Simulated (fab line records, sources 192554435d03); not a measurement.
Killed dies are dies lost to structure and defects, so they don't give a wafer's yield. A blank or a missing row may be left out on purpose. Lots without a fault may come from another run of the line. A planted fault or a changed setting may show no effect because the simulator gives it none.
fab line records | flow n5_finfet
record lots=4 wafers=12 last_day=17
route steps=1938 shown BEOL_M9@1413 PASSIVATION@1936
lots that met no fault: from a run of the same line without faults
start_h: hours from the record's first day to the start of the lot's first wafer shown | wait_h: hours since the lot's step before | " the same as in the row above | L1.1+2: a row that stands for several wafers | - no value, or no start given | * or withheld: withheld | < > ~ a bound
route shown NAME@n: a module of which the file shows steps, and the number in the route of the first | usual: mean/standard deviation of fault-free wafers | same: alike in all rows | chamber/n: place in a boat | sites: the reading at each site | _std_site: their standard deviation | _edge_site: outer sites' mean less inner sites' | radius_mm: how far each site lies from the wafer's centre | mask NAME#n: copy n | behind: the tool/chamber that last shaped the wafer | hold: why the lot was held/for how many hours/how that ended | device: the transistor (n, p or np) that didn't switch | end of line: the same wafers' tests at the end of the route | a step without rows: its recipe alone | killed: dies lost to structure and defects at the first sort, not the wafer's yield | map: a wafer's dies, x killed, . not, _ none there
set.NAME: the setting as run; set.NAME@STEP: as run at that earlier step | model.NAME: the simulator's own value behind a step, which no gauge read
lots at some steps of the route; a table a step, a row a wafer
services: from which hour (start_h, from the record's first day; less than 0 if before it) a tool's chamber was out of use, for how many hours, and why
## steps
# step N5_BEOL_M9_DEVELOP_10
# recipe develop_time_s=30 developer=TMAH resist=CAR-ArF rinse_liquid=diw dry=air_spin dev_temp_c=23
# step N5_BEOL_M9_DESCUM_16
# recipe chemistry=O2 time_s=7.9 source_power_w=50 bias_power_w=20 pressure_mtorr=20 rf_frequency_hz=2.712e+07 temp_c=40 resist=CAR-ArF o2_flow_sccm=225
# step N5_BEOL_M9_ETCH_61
# recipe chemistry=CF4 target=SiARC target_depth_a=390 mask_material=CAR-ArF time_s=65 ion_energy_ev=80 pressure_mtorr=40 source_w=545 bias_w=36 Ar_flow_sccm=100 cf4_flow_sccm=100 ends=cleared
# step N5_BEOL_M9_ETCH_62
# recipe chemistry=N2/H2 target=SOC target_depth_a=1100 overetch_a=220 mask_material=SiARC temp_c=40 time_s=165 ion_energy_ev=200 pressure_mtorr=30 source_w=840 bias_w=150 n2_flow_sccm=200 h2_flow_sccm=200
# step N5_BEOL_M9_STRIP_68
# recipe chemistry=N2/H2 temp_c=40 n2_flow_sccm=200 h2_flow_sccm=200 rf_frequency_hz=6e+07
# step N5_BEOL_M9_STRIP_67
# recipe chemistry=CF4 resist=SiARC power_w=300 bias_power_w=75 pressure_mtorr=50 cf4_flow_sccm=150 rf_frequency_hz=6e+07
# step N5_BEOL_M9_HM_OPEN_17
# recipe chemistry=Cl2/BCl3 target_depth_a=200 overetch_a=60 target=TiN mask_material=SOC ion_energy_ev=150 pressure_mtorr=10 icp_w=1000 bias_w=126 Cl2_flow_sccm=53.25 bcl3_flow_sccm=21.75 Ar_flow_sccm=25
# step N5_BEOL_M9_STRIP_19
# recipe chemistry=O2 power_w=400 temp_c=40 pressure_mtorr=30 rf_frequency_hz=6e+07 bias_power_w=0 overash_fraction=0.2 o2_flow_sccm=225
# step N5_BEOL_M9_COAT_63
# recipe resist=SOC temp_c=250 time_s=60 spin_rpm=1500 resist_thk_nm=60
# usual heater_power_total_W=500.4/1.9 spin_speed_rpm=1500.0/0.91
# same time_s=60
# columns lot.wafer tool chamber start_h wait_h heater_power_total_W spin_speed_rpm model.SOC_of_BEOL_M9_COAT_63.thk_nm
L458.3 litho_track-02 0 255.48 0.5 499.0 1498.9 59.8
L458.4 " 0 " " 503.1 1499.6 59.6
L458.5 " 0 " " 500.7 1498.8 59.6
L467.1 litho_track-02 0 319.93 0.9 498.7 1592.6 58
L467.2 " 0 " " 502.5 1593.5 58
L467.3 " 0 " " 499.2 1594.4 58.2
L473.1 litho_track-01 0 344.47 0.4 502.3 1498.0 60
L473.2 " 0 " " 501.7 1498.2 60.2
L473.5 " 0 " " 497.9 1499.4 60.2
L471.3 litho_track-02 0 344.60 0.8 498.3 1591.3 58.2
L471.5 " 0 " " 500.0 1591.5 58.2
L471.6 " 0 " " 498.9 1593.7 58.2
# step N5_BEOL_M9_COAT_64
# recipe resist=SiARC temp_c=220 time_s=60 spin_rpm=1500 resist_thk_nm=12
# step N5_BEOL_M9_COAT_75
# recipe resist=underlayer temp_c=205 time_s=60 spin_rpm=1500 resist_thk_nm=5
# step N5_BEOL_M9_COAT_22
# recipe resist=CAR-EUV spin_rpm=1500 resist_thk_nm=30
# step N5_BEOL_M9_EBR_24
# recipe solvent=PGMEA ebr_width_mm=1.5
# step N5_BEOL_M9_SOFTBAKE_23
# recipe temp_c=110 time_s=60 resist=CAR-EUV
# step N5_BEOL_M9_EXPOSE_25
# recipe mask_id=V8 na=0.33 source_shape=annular sigma_inner=0.4 sigma_outer=0.8 polarization=unpolarized dose_mj=37.25
# step N5_BEOL_M9_PEB_26
# recipe peb_temp_c=100 peb_time_s=60 resist=CAR-EUV
# step N5_BEOL_M9_DEVELOP_27
# recipe develop_time_s=30 developer=TMAH resist=CAR-EUV rinse_liquid=surfactant_rinse dry=air_spin dev_temp_c=23
# step N5_BEOL_M9_DESCUM_33
# recipe chemistry=O2 time_s=7 source_power_w=50 bias_power_w=20 pressure_mtorr=20 rf_frequency_hz=2.712e+07 temp_c=40 resist=CAR-EUV o2_flow_sccm=225
# step N5_BEOL_M9_ETCH_76
# recipe chemistry=N2/H2 target=underlayer target_depth_a=65 mask_material=CAR-EUV time_s=5.2 ion_energy_ev=200 pressure_mtorr=30 source_w=840 bias_w=150 n2_flow_sccm=200 h2_flow_sccm=200 ends=cleared
# step N5_BEOL_M9_ETCH_65
# recipe chemistry=CF4 target=SiARC target_depth_a=156 mask_material=CAR-EUV time_s=26 ion_energy_ev=80 pressure_mtorr=40 source_w=545 bias_w=36 Ar_flow_sccm=100 cf4_flow_sccm=100 ends=cleared
# step N5_BEOL_M9_ETCH_66
# recipe chemistry=N2/H2 target=SOC target_depth_a=800 overetch_a=160 mask_material=SiARC temp_c=40 time_s=120 ion_energy_ev=200 pressure_mtorr=30 source_w=840 bias_w=150 n2_flow_sccm=200 h2_flow_sccm=200
# usual drypump_motor_current_A=5.7/0.54 oes_product_au=0.59/0.047 rf_vpp_V=523.7/2.4 showerhead_plenum_p_Torr=2.54/0.078 throttle_valve_pct=17.82/0.24
# same time_s=120
# columns lot.wafer tool chamber start_h wait_h drypump_motor_current_A oes_product_au rf_hours_counter_h rf_vpp_V showerhead_plenum_p_Torr throttle_valve_pct model.etch.depth_nm
L458.3 rie_diel-03 2 256.06 0.0 5.1 0.59 112 524.8 2.57 17.86 59.76
L458.4 " 0 " " 5.5 0.67 36 526.2 2.60 17.73 59.62
L458.5 " 1 " " 5.0 0.61 - 520.4 2.45 18.08 59.67
L467.1 rie_diel-03 2 320.40 0.0 5.1 0.57 125 523.9 2.57 17.90 58.09
L467.2 " 1 " " 5.0 0.59 133 522.0 2.45 18.10 58.09
L467.3 " 3 " " 4.7 0.56 167 520.4 2.43 18.02 58.17
L473.1 rie_diel-01 0 344.94 0.0 6.1 0.52 223 522.4 2.52 18.07 59.96
L473.2 " 1 " " 5.8 0.53 240 519.7 2.41 18.10 60.12
L473.5 " 2 " " 5.9 0.58 - 526.2 2.64 17.82 60.11
L471.3 rie_diel-03 1 345.07 0.0 5.0 0.58 138 520.2 2.45 18.11 58.22
L471.5 " 2 " " 5.1 0.58 - 523.4 2.56 17.90 58.29
L471.6 " 3 " " 4.7 0.55 - 521.9 2.43 18.05 58.24
# step N5_BEOL_M9_STRIP_69
# recipe chemistry=N2/H2 temp_c=40 n2_flow_sccm=200 h2_flow_sccm=200 rf_frequency_hz=6e+07
# step N5_BEOL_M9_STRIP_77
# recipe chemistry=N2/H2 temp_c=40 n2_flow_sccm=200 h2_flow_sccm=200 rf_frequency_hz=6e+07
# step N5_BEOL_M9_VIA_ETCH_34
# recipe chemistry=C4F6/O2 target=SiCOH_lowk target_depth_a=1824 mask_material=SOC taper_deg=4 time_s=68.4 ion_energy_ev=250 pressure_mtorr=30 source_w=345 bias_w=185 Ar_flow_sccm=300 C4F6_flow_sccm=10 O2_flow_sccm=10
# usual drypump_motor_current_A=5.7/0.54 oes_o_777_au=0.78/0.065 oes_product_au=0.77/0.065 rf_vpp_V=669/8.7 showerhead_plenum_p_Torr=2.84/0.087 throttle_valve_pct=20.90/0.26
# same time_s=68.4
# columns lot.wafer tool chamber start_h wait_h drypump_motor_current_A oes_o_777_au oes_product_au rf_hours_counter_h rf_vpp_V showerhead_plenum_p_Torr throttle_valve_pct model.SOC_of_BEOL_M9_COAT_63.thk_nm
L458.3 rie_diel-03 2 256.16 0.0 5.1 0.83 0.77 112 658 2.87 20.89 50.6
L458.4 " 0 " " 5.5 0.84 0.88 36 681 2.89 20.79 50.8
L458.5 " 1 " " 5.0 0.81 0.79 - 673 2.74 21.12 50.4
L467.1 rie_diel-03 2 320.50 0.0 5.1 0.81 0.77 125 658 2.86 20.91 48.8
L467.2 " 1 " " 5.0 0.79 0.79 133 671 2.73 21.13 48.8
L467.3 " 3 " " 4.7 0.76 0.74 167 658 2.73 21.00 49
L473.1 rie_diel-01 0 345.04 0.0 6.0 0.68 0.67 223 680 2.80 21.09 51
L473.2 " 1 " " 5.8 0.70 0.69 240 664 2.71 21.18 51
L473.5 " 2 " " 5.9 0.74 0.73 - 676 2.96 21.02 51.4
L471.3 rie_diel-03 1 345.17 0.0 5.0 0.79 0.78 138 671 2.73 21.14 49
L471.5 " 2 " " 5.1 0.80 0.76 - 660 2.86 20.93 49
L471.6 " 3 " " 4.7 0.76 0.74 - 659 2.73 21.00 49.2
# step N5_BEOL_M9_STRIP_73
# recipe chemistry=C4F6/O2 resist=SiARC rf_frequency_hz=6e+07
# step N5_PASSIVATION_PROBE_49
# usual defect_limited_yield=91.6/1.4 killed_at_M0_to_M3=35/10 killed_at_M4_up=13/4.8 killed_at_contacts=12/7.2 killed_at_front_end=36/12 killed_at_other=4/3.1 killed_dies=100/17 killed_open=66/13 killed_short=32/7.3 sort_bin_5_function=5.0/0.94 sort_bin_6_memory=3.1/0.67 sort_bin_8_speed=0.01/0.047 sort_n_pass=1080/17
# same gross_dies=1180 killed_at_back_side=0 sort_bin_4_leakage[%]=0
# columns lot.wafer tool chamber start_h wait_h defect_limited_yield[%] killed_at_M0_to_M3 killed_at_M4_up killed_at_contacts killed_at_front_end killed_at_other killed_dies killed_open killed_short sort_bin_5_function[%] sort_bin_6_memory[%] sort_bin_8_speed[%] sort_n_pass
L458.3 prober-02 - 322.94 0.1 89.9 34 8 36 37 4 119 92 27 5.5 4.4 0.42 1056
L458.4 prober-02 - 322.99 0.2 89.4 30 4 29 59 3 125 81 43 5.8 4.2 0 1055
L458.5 prober-02 - 323.04 0.2 86.9 42 6 38 59 9 154 107 45 8.2 4.6 0.08 1026
L467.1 prober-01 - 389.01 0.0 90.7 30 16 13 47 4 110 75 34 5.2 3.5 0 1070
L467.2 prober-01 - 389.06 0.1 91.7 31 11 9 43 4 98 70 28 4.6 3.4 0 1082
L467.3 prober-01 - 389.11 0.1 90.2 37 16 15 44 4 116 74 37 5.8 3.4 0.17 1064
L471.3 prober-01 - 409.24 0.1 93.1 48 10 8 16 0 82 56 26 4.6 2.2 0 1098
L471.5 prober-01 - 409.34 0.2 93.5 31 5 9 30 2 77 55 22 4.3 1.8 0 1103
L471.6 prober-01 - 409.39 0.3 92.3 27 12 13 38 1 91 63 28 4.2 3.0 0 1089
L473.1 prober-01 - 418.56 0.0 91.7 22 20 8 44 4 98 71 27 4.5 3.4 0 1082
L473.2 prober-01 - 418.61 0.1 92.4 49 8 1 29 3 90 65 24 4.1 3.2 0 1090
L473.5 prober-01 - 418.76 0.2 92.0 38 7 5 44 0 94 59 35 5.0 2.6 0 1086
# killed by level:class
L458.3 MOL_CONTACT_COAG:geometric_particle:open=30 STI_FIN_REVEAL:geometric_particle:open=10 BEOL_M0_SAQP:geometric_particle:open=9 FIN_SAQP:geometric_particle:open=8 BEOL_M0_SAQP:geometric_particle:short=7 MOL_CONTACT_COAG:geometric_particle:short=6 BEOL_M0:geometric_particle:open=6 BEOL_M2:geometric_particle:open=6
L458.4 MOL_CONTACT_COAG:geometric_particle:open=25 FIN_SAQP:geometric_particle:open=12 GATE_CUT:geometric_particle:short=10 BEOL_M0_SAQP:geometric_particle:open=8 FIN_SAQP:geometric_particle:short=7 STI_FIN_REVEAL:geometric_particle:open=7 BEOL_M0_SAQP:geometric_particle:short=7 ILD0:geometric_particle:open=5
L458.5 MOL_CONTACT_COAG:geometric_particle:open=29 BEOL_M0_SAQP:geometric_particle:open=16 STI_FIN_REVEAL:geometric_particle:open=15 FIN_SAQP:geometric_particle:short=14 FIN_SAQP:geometric_particle:open=12 MOL_CONTACT_COAG:geometric_particle:short=9 BEOL_M3:geometric_particle:open=7 BEOL_M2:geometric_particle:open=7
L467.1 MOL_CONTACT_COAG:geometric_particle:open=12 FIN_SAQP:geometric_particle:open=10 BEOL_M1:geometric_particle:open=10 FIN_SAQP:geometric_particle:short=6 STI_FIN_REVEAL:geometric_particle:open=6 STARTING-WAFER:geometric_particle:short=6 BEOL_M0_SAQP:geometric_particle:open=6 DUMMY_GATE:geometric_particle:open=5
L467.2 BEOL_M1:geometric_particle:open=11 STI_FIN_REVEAL:geometric_particle:open=9 FIN_SAQP:geometric_particle:short=6 FIN_SAQP:geometric_particle:open=6 BEOL_M2:geometric_particle:open=6 STARTING-WAFER:geometric_particle:open=6 MOL_CONTACT_COAG:geometric_particle:open=5 BEOL_M3:geometric_particle:open=5
L467.3 FIN_SAQP:geometric_particle:open=13 MOL_CONTACT_COAG:geometric_particle:open=10 FIN_SAQP:geometric_particle:short=8 BEOL_M1:geometric_particle:open=7 BEOL_M2:geometric_particle:open=7 STI_FIN_REVEAL:geometric_particle:open=6 BEOL_M0_SAQP:geometric_particle:short=6 BEOL_M3:geometric_particle:open=6
L471.3 BEOL_M0_SAQP:geometric_particle:short=11 BEOL_M0_SAQP:geometric_particle:open=11 BEOL_M3:geometric_particle:open=10 BEOL_M1:geometric_particle:open=7 MOL_CONTACT_COAG:geometric_particle:open=6 GATE_CUT:geometric_particle:short=5 BEOL_M2:geometric_particle:open=5 BEOL_M4:geometric_particle:open=3
L471.5 BEOL_M0_SAQP:geometric_particle:open=10 BEOL_M1:geometric_particle:open=8 MOL_CONTACT_COAG:geometric_particle:open=7 FIN_SAQP:geometric_particle:short=6 FIN_SAQP:geometric_particle:open=6 DUMMY_GATE:geometric_particle:open=6 BEOL_M0_SAQP:geometric_particle:short=6 STI_FIN_REVEAL:geometric_particle:open=5
L471.6 STI_FIN_REVEAL:geometric_particle:open=15 MOL_CONTACT_COAG:geometric_particle:open=11 BEOL_M0_SAQP:geometric_particle:open=10 BEOL_M0_SAQP:geometric_particle:short=7 GATE_CUT:geometric_particle:open=3 GATE_CUT:geometric_particle:short=3 BEOL_M3:geometric_particle:open=3 BEOL_M3:geometric_particle:short=3
L473.1 STI_FIN_REVEAL:geometric_particle:open=12 BEOL_M4:geometric_particle:open=10 MOL_CONTACT_COAG:geometric_particle:open=8 BEOL_M2:geometric_particle:open=6 GATE_CUT:geometric_particle:short=5 FIN_SAQP:geometric_particle:open=4 FIN_SAQP:geometric_particle:short=4 BEOL_M0_SAQP:geometric_particle:open=4
L473.2 STI_FIN_REVEAL:geometric_particle:open=10 BEOL_M2:geometric_particle:open=10 BEOL_M3:geometric_particle:open=10 BEOL_M0_SAQP:geometric_particle:open=9 BEOL_M0_SAQP:geometric_particle:short=7 BEOL_M1:geometric_particle:open=7 DUMMY_GATE:geometric_particle:open=5 BEOL_M4:geometric_particle:open=5
L473.5 BEOL_M0_SAQP:geometric_particle:open=16 STI_FIN_REVEAL:geometric_particle:open=9 BEOL_M0_SAQP:geometric_particle:short=9 FIN_SAQP:geometric_particle:open=8 GATE_CUT:geometric_particle:short=8 FIN_SAQP:geometric_particle:short=5 MOL_CONTACT_COAG:geometric_particle:open=4 BEOL_M1:geometric_particle:open=4
## services
# columns tool chamber start_h hours kind
rie_diel-03 2 257.70 2.6 repair
rie_diel-03 - 281.46 14.6 pm
## key
first_sign step=N5_BEOL_M9_COAT_63 reading=spin_speed_rpm direction=up sigmas=99+ usual=* struck=*
effect none on later readings
model_effect step=N5_BEOL_M9_COAT_63 value=SOC_of_BEOL_M9_COAT_63.thk_nm without=59.93 struck=58.13
model_effect step=N5_BEOL_M9_ETCH_66 value=etch.depth_nm without=59.95 struck=58.18
model_effect step=N5_BEOL_M9_VIA_ETCH_34 value=SOC_of_BEOL_M9_COAT_63.thk_nm without=50.73 struck=48.97
met_at N5_BEOL_M9_COAT_63
struck_wafers L467.1,L467.2,L467.3,L471.3,L471.5,L471.6
onset_between 255.48 319.93
fault kind=process_parameter_drift tool=litho_track-02 chamber=- onset_h=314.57 steps=N5_BEOL_M9_COAT_63 channel=spin_rpm offset=* shape=step end_h=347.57 acts_in=* stated=*
